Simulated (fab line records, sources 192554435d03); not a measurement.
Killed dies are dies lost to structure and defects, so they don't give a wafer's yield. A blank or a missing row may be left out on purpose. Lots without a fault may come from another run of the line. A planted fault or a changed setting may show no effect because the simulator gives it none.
fab line records | flow n5_finfet | part 2 of 2: steps 26 to 26 of 26
record lots=6 wafers=17 last_day=19
route steps=1938 shown MIM_BOT_LITHO@1862 MIM_BOT_ETCH@1866 PASS1_CAP@1873 TV_LITHO@1875 PASSIVATION@1936
lots that met no fault: from a run of the same line without faults
start_h: hours from the record's first day to the start of the lot's first wafer shown | wait_h: hours since the lot's step before | " the same as in the row above | L1.1+2: a row that stands for several wafers | - no value, or no start given | * or withheld: withheld | < > ~ a bound
route shown NAME@n: a module of which the file shows steps, and the number in the route of the first | usual: mean/standard deviation of fault-free wafers | same: alike in all rows | chamber/n: place in a boat | sites: the reading at each site | _std_site: their standard deviation | _edge_site: outer sites' mean less inner sites' | radius_mm: how far each site lies from the wafer's centre | mask NAME#n: copy n | behind: the tool/chamber that last shaped the wafer | hold: why the lot was held/for how many hours/how that ended | device: the transistor (n, p or np) that didn't switch | end of line: the same wafers' tests at the end of the route | a step without rows: its recipe alone | killed: dies lost to structure and defects at the first sort, not the wafer's yield | map: a wafer's dies, x killed, . not, _ none there
set.NAME: the setting as run; set.NAME@STEP: as run at that earlier step | model.NAME: the simulator's own value behind a step, which no gauge read
lots at some steps of the route; a table a step, a row a wafer
services: from which hour (start_h, from the record's first day; less than 0 if before it) a tool's chamber was out of use, for how many hours, and why
## steps
# step N5_PASSIVATION_PROBE_49
# usual defect_limited_yield=91.3/1.4 killed_at_M0_to_M3=36/10 killed_at_M4_up=13/5.4 killed_at_contacts=12/5.3 killed_at_front_end=39/10 killed_at_other=3.2/2.7 killed_dies=103/16 killed_open=68/13 killed_short=33/6.6 sort_bin_5_function=5.1/0.92 sort_bin_6_memory=3.3/0.68 sort_n_pass=1077/17 sort_yield_pct=91.2/1.4
# same gross_dies=1180 killed_at_back_side=0 sort_bin_4_leakage[%]=0 sort_bin_8_speed[%]=0
# columns lot.wafer tool chamber start_h wait_h defect_limited_yield[%] killed_at_M0_to_M3 killed_at_M4_up killed_at_contacts killed_at_front_end killed_at_other killed_dies killed_open killed_short sort_bin_5_function[%] sort_bin_6_memory[%] sort_n_pass sort_yield_pct[%]
L169.1 prober-01 - 307.44 0.2 87.9 39 17 18 67 2 143 98 45 7.4 4.6 1037 87.9
L169.2 prober-01 - 307.49 0.2 91.9 34 4 15 36 7 96 63 31 4.7 3.1 1084 91.9
L169.3 prober-01 - 307.54 0.3 92.3 24 16 11 37 3 91 53 37 4.2 3.1 1089 92.3
L176.1 prober-02 - 345.42 0.0 80.7 19 4 11 54 140 228 71 16 12.9 4.0 952 80.7
L176.2 prober-02 - 345.47 0.1 81.6 26 9 6 45 131 217 50 35 11.2 3.8 963 81.6
L176.6 prober-02 - 345.67 0.3 81.9 27 9 10 25 143 214 49 23 12.2 3.1 966 81.9
L177.2 prober-01 - 351.64 0.1 79.6 29 15 14 35 148 241 62 31 13.6 3.6 939 79.6
L177.3 prober-01 - 351.69 0.1 81.0 26 19 9 25 145 224 52 29 10.4 4.7 956 81.0
L177.5 prober-01 - 351.79 0.2 80.3 35 14 20 23 141 233 60 31 13.3 3.7 947 80.3
L187.1 prober-01 - 429.92 0.0 91.8 33 16 9 34 5 97 63 32 4.6 3.3 1083 91.8
L187.4 prober-01 - 430.07 0.2 89.7 39 22 12 46 2 121 80 36 6.4 3.4 1059 89.7
L189.2 prober-01 - 432.45 0.1 87.9 46 10 24 57 6 143 101 40 6.6 5.1 1037 87.9
L189.4 prober-01 - 432.55 0.2 87.3 42 11 24 69 4 150 108 42 7.8 4.7 1030 87.3
L189.6 prober-01 - 432.65 0.3 90.6 40 15 20 32 4 111 86 23 5.3 3.7 1069 90.6
L190.1 prober-02 - 449.67 0.0 91.9 28 18 16 27 7 96 71 23 4.4 3.3 1084 91.9
L190.2 prober-02 - 449.72 0.1 92.6 30 9 12 33 3 87 52 35 4.6 2.5 1093 92.6
L190.6 prober-02 - 449.92 0.3 92.2 40 11 6 35 0 92 57 35 4.8 2.7 1088 92.2
# killed by level:class
L169.1 STI_FIN_REVEAL:geometric_particle:open=19 BEOL_M0_SAQP:geometric_particle:short=18 FIN_SAQP:geometric_particle:open=16 BEOL_M0_SAQP:geometric_particle:open=14 MOL_CONTACT_COAG:geometric_particle:open=12 BEOL_M4:geometric_particle:open=12 GATE_CUT:geometric_particle:open=7 MOL_CONTACT_COAG:geometric_particle:short=6
L169.2 MOL_CONTACT_COAG:geometric_particle:open=12 BEOL_M0_SAQP:geometric_particle:short=10 FIN_SAQP:geometric_particle:short=9 BEOL_M0_SAQP:geometric_particle:open=9 FIN_SAQP:geometric_particle:open=7 STI_FIN_REVEAL:geometric_particle:open=7 BEOL_M3:geometric_particle:open=5 BEOL_M2:geometric_particle:open=4
L169.3 STI_FIN_REVEAL:geometric_particle:open=12 BEOL_M0_SAQP:geometric_particle:short=12 BEOL_M4:geometric_particle:open=10 MOL_CONTACT_COAG:geometric_particle:open=8 GATE_CUT:geometric_particle:short=6 STARTING-WAFER:geometric_particle:short=6 BEOL_M1:geometric_particle:open=5 FIN_SAQP:geometric_particle:short=3
L176.1 PASS1_CAP:unspecified=139 STI_FIN_REVEAL:geometric_particle:open=29 MOL_CONTACT_COAG:geometric_particle:open=9 STARTING-WAFER:geometric_particle:open=7 FIN_SAQP:geometric_particle:open=4 BEOL_M0_SAQP:geometric_particle:short=4 BEOL_M1:geometric_particle:open=4 BEOL_M2:geometric_particle:open=4
L176.2 PASS1_CAP:unspecified=130 STI_FIN_REVEAL:geometric_particle:open=11 FIN_SAQP:geometric_particle:open=8 BEOL_M0_SAQP:geometric_particle:short=8 FIN_SAQP:geometric_particle:short=6 MOL_CONTACT_COAG:geometric_particle:open=5 BEOL_M1:geometric_particle:short=5 STARTING-WAFER:geometric_particle:open=5
L176.6 PASS1_CAP:unspecified=141 MOL_CONTACT_COAG:geometric_particle:open=8 BEOL_M3:geometric_particle:open=6 FIN_SAQP:geometric_particle:open=5 BEOL_M0_SAQP:geometric_particle:short=5 FIN_SAQP:geometric_particle:short=4 STI_FIN_REVEAL:geometric_particle:open=4 DUMMY_GATE:geometric_particle:open=4
L177.2 PASS1_CAP:unspecified=146 FIN_SAQP:geometric_particle:open=8 MOL_CONTACT_COAG:geometric_particle:open=8 BEOL_M2:geometric_particle:open=8 FIN_SAQP:geometric_particle:short=7 STI_FIN_REVEAL:geometric_particle:open=6 MOL_CONTACT_COAG:geometric_particle:short=6 BEOL_M0:geometric_particle:open=5
L177.3 PASS1_CAP:unspecified=140 MOL_CONTACT_COAG:geometric_particle:open=8 BEOL_M2:geometric_particle:open=8 FIN_SAQP:geometric_particle:short=5 BEOL_M0_SAQP:geometric_particle:short=5 BEOL_M4:geometric_particle:open=5 STI_FIN_REVEAL:geometric_particle:open=4 FIN_SAQP:geometric_particle:open=3
L177.5 PASS1_CAP:unspecified=140 MOL_CONTACT_COAG:geometric_particle:open=17 BEOL_M0_SAQP:geometric_particle:short=9 BEOL_M2:geometric_particle:open=7 DUMMY_GATE:geometric_particle:open=6 BEOL_M0:geometric_particle:open=6 BEOL_M4:geometric_particle:open=6 BEOL_M0_SAQP:geometric_particle:open=5
L187.1 BEOL_M2:geometric_particle:open=10 BEOL_M4:geometric_particle:open=10 MOL_CONTACT_COAG:geometric_particle:open=8 BEOL_M0_SAQP:geometric_particle:short=8 FIN_SAQP:geometric_particle:open=7 FIN_SAQP:geometric_particle:short=6 STI_FIN_REVEAL:geometric_particle:open=6 STARTING-WAFER:geometric_particle:short=6
L187.4 BEOL_M4:geometric_particle:open=14 BEOL_M0_SAQP:geometric_particle:open=11 MOL_CONTACT_COAG:geometric_particle:open=10 BEOL_M0_SAQP:geometric_particle:short=8 STI_FIN_REVEAL:geometric_particle:open=7 BEOL_M1:geometric_particle:open=7 GATE_CUT:geometric_particle:short=5 FIN_SAQP:geometric_particle:open=4
L189.2 STI_FIN_REVEAL:geometric_particle:open=25 MOL_CONTACT_COAG:geometric_particle:open=20 BEOL_M0_SAQP:geometric_particle:short=10 BEOL_M1:geometric_particle:open=10 BEOL_M0_SAQP:geometric_particle:open=8 BEOL_M2:geometric_particle:open=8 BEOL_M3:geometric_particle:open=6 STI_FIN_REVEAL:geometric_particle:short=5
L189.4 STI_FIN_REVEAL:geometric_particle:open=30 MOL_CONTACT_COAG:geometric_particle:open=21 BEOL_M3:geometric_particle:open=12 STI_FIN_REVEAL:geometric_particle:short=9 FIN_SAQP:geometric_particle:open=8 DUMMY_GATE:geometric_particle:open=7 BEOL_M2:geometric_particle:open=7 BEOL_M0_SAQP:geometric_particle:open=6
L189.6 MOL_CONTACT_COAG:geometric_particle:open=17 STI_FIN_REVEAL:geometric_particle:open=9 BEOL_M2:geometric_particle:open=9 BEOL_M3:geometric_particle:open=9 BEOL_M1:geometric_particle:open=8 BEOL_M5:geometric_particle:open=8 DUMMY_GATE:geometric_particle:open=4 GATE_CUT:geometric_particle:open=4
L190.1 MOL_CONTACT_COAG:geometric_particle:open=15 BEOL_M3:geometric_particle:open=9 GATE_CUT:geometric_particle:short=6 BEOL_M4:geometric_particle:open=6 STI_FIN_REVEAL:geometric_particle:open=5 BEOL_M5:geometric_particle:open=4 GATE_CUT:geometric_particle:open=4 BEOL_M0_SAQP:geometric_particle:open=4
L190.2 BEOL_M0_SAQP:geometric_particle:open=8 MOL_CONTACT_COAG:geometric_particle:open=7 FIN_SAQP:geometric_particle:short=6 BEOL_M0_SAQP:geometric_particle:short=6 FIN_SAQP:geometric_particle:open=5 STI_FIN_REVEAL:geometric_particle:open=5 MOL_CONTACT_COAG:geometric_particle:short=5 DUMMY_GATE:geometric_particle:open=4
L190.6 BEOL_M0_SAQP:geometric_particle:short=14 BEOL_M0_SAQP:geometric_particle:open=9 GATE_CUT:geometric_particle:open=6 DUMMY_GATE:geometric_particle:open=5 MOL_CONTACT_COAG:geometric_particle:open=5 GATE_CUT:geometric_particle:short=4 STARTING-WAFER:geometric_particle:open=4 BEOL_M1:geometric_particle:open=4
# map L176.1 (x killed, . not)
_________________.x.......x..________________
______________.......x.........._____________
___________...........x...xx.......__________
__________..x...............x......._________
________.x......x.................x..._______
_______..........x.............x.......______
______..........x...............x......._____
_____..........xx.....xx.......x.........____
____....x.............xx.................x___
___x.......x.......x........x.......x.....x__
___............xx..........................__
__.............x............x.............x._
__........................x................._
_..............................x.............
_.....x....x.....xx................x........x
_.......................x...........x...x....
_..x....x.....x.x.xx...x.....x...............
_...........x....xxxx.xxxx...................
_......x.......xxxxxxxxxxx......x..x.........
_...........x..x.xxxxxxxxxxx....x............
_......x.x..x..x.xxxxxxxxx.xx.x............x.
__x...........xxxxxxxxxxxxx................._
__..x.....x..xxxxxxxxxxxxxxxxx......x......._
___............xxxxxxxxxxxxxx..............__
___.......x...x.xxxxxxxxxxx.x......x.x.....__
____......x.xxxx.xxxxxxxxxx..x...........x___
_____..........x.xxxxxxxxxx....x........x____
______...........x..xxxxx.x.x.......x..._____
_______...........xx..x..x......x......______
________..x....x.........x..........x._______
__________...........x..x....x......_________
___________.........x.......x......__________
______________...x.......x..x..._____________
_________________............________________
# map L177.2 (x killed, . not)
_________________....x......x________________
______________...x..x..........._____________
___________.....x..................__________
__________.....................x...._________
________....xxx......................._______
_______......x.....x................x..______
______.x..............x................._____
_____.......x...............x............____
____...x...........x...x.............x....___
___x.......x....................xx.....x.x.__
___........................................__
__.........x......x..............x.x........_
__..............................x....x......_
_....x........x......................x.......
_..........x........x......x..............x..
_......x......xx...x..xx...........x.........
_x.x.x...........x........x..................
_...x..............x.xxx..x............x...x.
_............x..xx.xxxxxx.xx..........x......
_.............x.xxxxxxxxxxx.xx...............
_..x.........xxxxxxxxxxxx.xxxx...xx........x.
__..........x..xxxxxxxxxxxxx...xx..........._
__............x.xxxxxxxxxxxxxxxx............_
___.x.......xx.x.xxxxxxxxxxxx..............__
___..........xxxxxxxxxxxxxxxx.x......x.xx.x__
____..x.......x.xxxxxxxxxxxxx.............___
_____....x.....xxxxxxxx.xxxx.x...........____
______............xxxxxxx.x.x........x.._____
_______.........xx...x...xx.xx.....x...______
________x.....xxxx.xx.xx...x......x..._______
__________..........x.....x........._________
___________x..........x.....x..xx..__________
______________.................._____________
_________________.x..........________________
## services
# columns tool chamber start_h hours kind
rie_diel-02 0 271.52 9.9 repair
rie_diel-03 - 274.37 14.6 pm
rie_diel-02 0 281.47 - clean
rie_diel-02 0 281.47 - consumable_replace:focus_ring
rie_diel-02 0 281.47 15.5 scheduled_down
rie_diel-02 0 281.47 15.5 vent_cycle
rie_diel-02 3 287.60 16.7 repair
rie_diel-03 - 302.43 0.1 repair
rie_diel-04 - 305.71 4.3 pm
pecvd-03 0 333.35 5.9 repair
rie_diel-02 1 334.26 5.1 repair
pecvd-01 - 353.41 6.0 pm
pecvd-03 - 357.19 1.2 repair
rie_diel-05 2 374.65 24.2 repair
rie_diel-04 1 386.02 8.0 repair
rie_diel-05 2 401.37 11.0 repair
rie_diel-02 3 401.91 5.7 repair
rie_diel-05 2 413.41 9.1 repair
rie_diel-06 3 415.78 14.3 repair
rie_diel-05 1 422.75 - clean
rie_diel-05 1 422.75 - consumable_replace:focus_ring
rie_diel-05 1 422.75 10.4 scheduled_down
rie_diel-05 1 422.75 10.4 vent_cycle
rie_diel-05 - 434.45 2.8 pm
## key
first_sign step=N5_PASSIVATION_INSPECT_61 reading=raw_defect_count direction=up sigmas=99+ usual=2.1 struck=>300
effect step=N5_PASSIVATION_PROBE_49 reading=killed_at_other direction=up sigmas=51 usual=3.2 struck=141.3
more_kills_born_at N5_PASSIVATION_PECVD_01@pecvd-03=836
met_at N5_PASSIVATION_PECVD_01
struck_wafers L176.1,L176.2,L176.6,L177.2,L177.3,L177.5
onset_between 296.29 337.19
also_fits N5_PASSIVATION_PECVD_55:pecvd-03
fault kind=chamber_particle_source tool=pecvd-03 chamber=- onset_h=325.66 steps=N5_PASSIVATION_PECVD_01 rate_per_visit_cm2=1.1794 end_h=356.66
